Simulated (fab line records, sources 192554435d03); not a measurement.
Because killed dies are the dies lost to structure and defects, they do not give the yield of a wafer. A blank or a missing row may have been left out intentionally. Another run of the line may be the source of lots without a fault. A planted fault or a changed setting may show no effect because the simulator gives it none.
Chamber matching / flow n5-finfet / N5_MOL_CONTACT_COAG_CO_FILL_22 on cvd-co-01 has 3 sister chambers
The step material Co, precursor CCTBA/H2, target thk 20 nm. 3 wafers are shown with their chamber, then 12 later ones without.

WAFERS WITH THEIR CHAMBER
wafer=L086.5; chamber=2; heater-power-w (W)=253
wafer=L087.2; chamber=1; heater-power-w (W)=265
wafer=L087.5; chamber=0; heater-power-w (W)=227

WAFERS WHOSE CHAMBER IS MISSING
wafer=L091.2; heater-power-w (W)=279
wafer=L091.3; heater-power-w (W)=228
wafer=L091.6; heater-power-w (W)=228
wafer=L092.1; heater-power-w (W)=277
wafer=L092.3; heater-power-w (W)=244
wafer=L092.4; heater-power-w (W)=226
wafer=L093.3; heater-power-w (W)=245
wafer=L093.5; heater-power-w (W)=226
wafer=L093.6; heater-power-w (W)=280
wafer=L094.1; heater-power-w (W)=268
wafer=L094.2; heater-power-w (W)=253
wafer=L094.6; heater-power-w (W)=273

WHICH CHAMBER EACH ONE RAN IN
wafer=L091.2; from the rows above=can't be placed: 1 or 2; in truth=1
wafer=L091.3; from the rows above=0; in truth=0
wafer=L091.6; from the rows above=0; in truth=0
wafer=L092.1; from the rows above=can't be placed: 1 or 2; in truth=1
wafer=L092.3; from the rows above=can't be placed: 2 or 0 or 1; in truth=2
wafer=L092.4; from the rows above=0; in truth=0
wafer=L093.3; from the rows above=can't be placed: 2 or 0 or 1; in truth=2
wafer=L093.5; from the rows above=0; in truth=0
wafer=L093.6; from the rows above=can't be placed: 1 or 2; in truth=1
wafer=L094.1; from the rows above=can't be placed: 1 or 2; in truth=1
wafer=L094.2; from the rows above=can't be placed: 2 or 1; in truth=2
wafer=L094.6; from the rows above=can't be placed: 1 or 2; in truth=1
Placed correctly: 4 of 12. Unplaceable from these rows: 8, with the true chamber sitting among the candidates in 8. Wrongly placed: 0.
How it was worked out, from the rows above alone: a wafer's distance from a chamber is the root of the sum, over the readings, of the square of ((its reading less the chamber's mean) divided by the reading's scatter). If the next closest chamber is less than 2 further off than the closest, the wafer can't be placed; otherwise it belongs to the closest. The mean given for a chamber averages the wafers shown for that chamber. The scatter: with one shown wafer a chamber, the root of the mean of the squares of how far each hidden wafer lies from its nearest shown one.
